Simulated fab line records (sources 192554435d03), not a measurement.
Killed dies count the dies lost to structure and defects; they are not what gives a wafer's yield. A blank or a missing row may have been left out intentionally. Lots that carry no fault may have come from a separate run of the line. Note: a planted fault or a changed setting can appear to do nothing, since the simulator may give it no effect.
Matching of chambers :: flow n5Finfet :: N5_HKMG_FIN_ETCH_54 on rieDiel-01: 4 sister chambers
The step etches SiARC in CF4, target depth 45.5 nm, time 75.8 s. 8 wafers are shown with their chamber, then 7 later ones without.

== WAFERS, EACH WITH ITS CHAMBER ==
wafer: L077.2
chamber: 2
showerheadPlenumPTorr (Torr): 2.14
throttleValvePct (%): 15.45

wafer: L078.6
chamber: 3
showerheadPlenumPTorr (Torr): 2.13
throttleValvePct (%): 15.34

wafer: L087.2
chamber: 3
showerheadPlenumPTorr (Torr): 2.13
throttleValvePct (%): 15.37

wafer: L089.1
chamber: 0
showerheadPlenumPTorr (Torr): 2.26
throttleValvePct (%): 15.46

wafer: L089.2
chamber: 1
showerheadPlenumPTorr (Torr): 2.12
throttleValvePct (%): 15.92

wafer: L089.5
chamber: 0
showerheadPlenumPTorr (Torr): 2.26
throttleValvePct (%): 15.45

wafer: L094.1
chamber: 1
showerheadPlenumPTorr (Torr): 2.12
throttleValvePct (%): 15.93

wafer: L094.3
chamber: 2
showerheadPlenumPTorr (Torr): 2.13
throttleValvePct (%): 15.51

== WAFERS WHOSE CHAMBER IS MISSING ==
wafer: L094.4
showerheadPlenumPTorr (Torr): 2.12
throttleValvePct (%): 15.40

wafer: L095.1
showerheadPlenumPTorr (Torr): 2.12
throttleValvePct (%): 15.39

wafer: L095.3
showerheadPlenumPTorr (Torr): 2.26
throttleValvePct (%): 15.48

wafer: L095.6
showerheadPlenumPTorr (Torr): 2.12
throttleValvePct (%): 15.94

wafer: L096.1
showerheadPlenumPTorr (Torr): 2.13
throttleValvePct (%): 15.52

wafer: L096.5
showerheadPlenumPTorr (Torr): 2.11
throttleValvePct (%): 15.93

wafer: L096.6
showerheadPlenumPTorr (Torr): 2.13
throttleValvePct (%): 15.54

== EACH ONE'S CHAMBER ==
wafer: L094.4
from the rows above: can't be placed: 3 or 2
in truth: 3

wafer: L095.1
from the rows above: 3
in truth: 3

wafer: L095.3
from the rows above: 0
in truth: 0

wafer: L095.6
from the rows above: 1
in truth: 1

wafer: L096.1
from the rows above: 2
in truth: 2

wafer: L096.5
from the rows above: 1
in truth: 1

wafer: L096.6
from the rows above: 2
in truth: 2
6 of 7 placed correctly. These rows do not allow placing 1 (true chamber among the candidates in 1). Number placed wrongly: 0.
How it was worked out, from the rows above alone: a wafer's distance from a chamber is the root of the sum, over the readings, of the square of ((its reading less the chamber's mean) divided by the reading's scatter). If the next closest chamber is less than 2 further off than the closest, the wafer can't be placed; otherwise it belongs to the closest. A chamber's mean is the mean of its shown wafers. How the scatter is found: for the shown wafers, subtract from each reading the mean of its chamber, square and add these, divide the total by (wafers less chambers), then take the root.
